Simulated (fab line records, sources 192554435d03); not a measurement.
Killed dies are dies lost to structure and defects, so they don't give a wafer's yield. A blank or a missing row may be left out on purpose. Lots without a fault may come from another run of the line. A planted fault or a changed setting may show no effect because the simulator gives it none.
Chamber matching | flow n5_finfet | N5_FIN_SAQP_ETCH_65 on rie_si-03: 4 sister chambers
The step etches SiO2 in CF4, target depth 4 nm, time 4.4 s. 8 wafers are shown with their chamber, then 11 later ones without.

WAFERS WITH THEIR CHAMBER
wafer  | chamber | throttle_valve_pct (%) | drypump_motor_current_A (A)
L081.5 | 0       | 21.57                  | 5.4
L086.2 | 2       | 22.20                  | 6.3
L086.5 | 0       | 21.57                  | 5.4
L086.6 | 1       | 22.16                  | 5.3
L091.1 | 1       | 22.17                  | 5.3
L091.2 | 3       | 22.23                  | 5.2
L091.4 | 2       | 22.19                  | 6.3
L094.2 | 3       | 22.22                  | 5.3

WAFERS WITHOUT THEIR CHAMBER
wafer  | throttle_valve_pct (%) | drypump_motor_current_A (A)
L094.3 | 22.16                  | 5.3
L094.5 | 22.23                  | 5.3
L095.1 | 22.17                  | 5.3
L095.2 | 22.23                  | 5.3
L095.4 | 21.58                  | 5.5
L096.4 | 22.19                  | 6.3
L096.5 | 22.17                  | 5.3
L096.6 | 21.55                  | 5.4
L097.2 | 22.22                  | 5.2
L097.4 | 22.19                  | 6.3
L097.5 | 22.19                  | 6.3

WHICH CHAMBER EACH WENT THROUGH
wafer  | from the rows above | in truth
L094.3 | 1                   | 1
L094.5 | 3                   | 3
L095.1 | 1                   | 1
L095.2 | 3                   | 3
L095.4 | 0                   | 0
L096.4 | 2                   | 2
L096.5 | 1                   | 1
L096.6 | 0                   | 0
L097.2 | 3                   | 3
L097.4 | 2                   | 2
L097.5 | 2                   | 2
Placed correctly: 11 of 11. Can't be placed from these rows: 0. Placed wrongly: 0.
How it was worked out, from the rows above alone: a wafer's distance from a chamber is the root of the sum, over the readings, of the square of ((its reading less the chamber's mean) divided by the reading's scatter). The wafer belongs to the nearest chamber; if the next one is less than 2 further off, it can't be placed. A chamber's mean is the mean of its shown wafers. The scatter: the root of (the sum of the squares of (reading less its chamber's mean) over the shown wafers, divided by (wafers less chambers)).
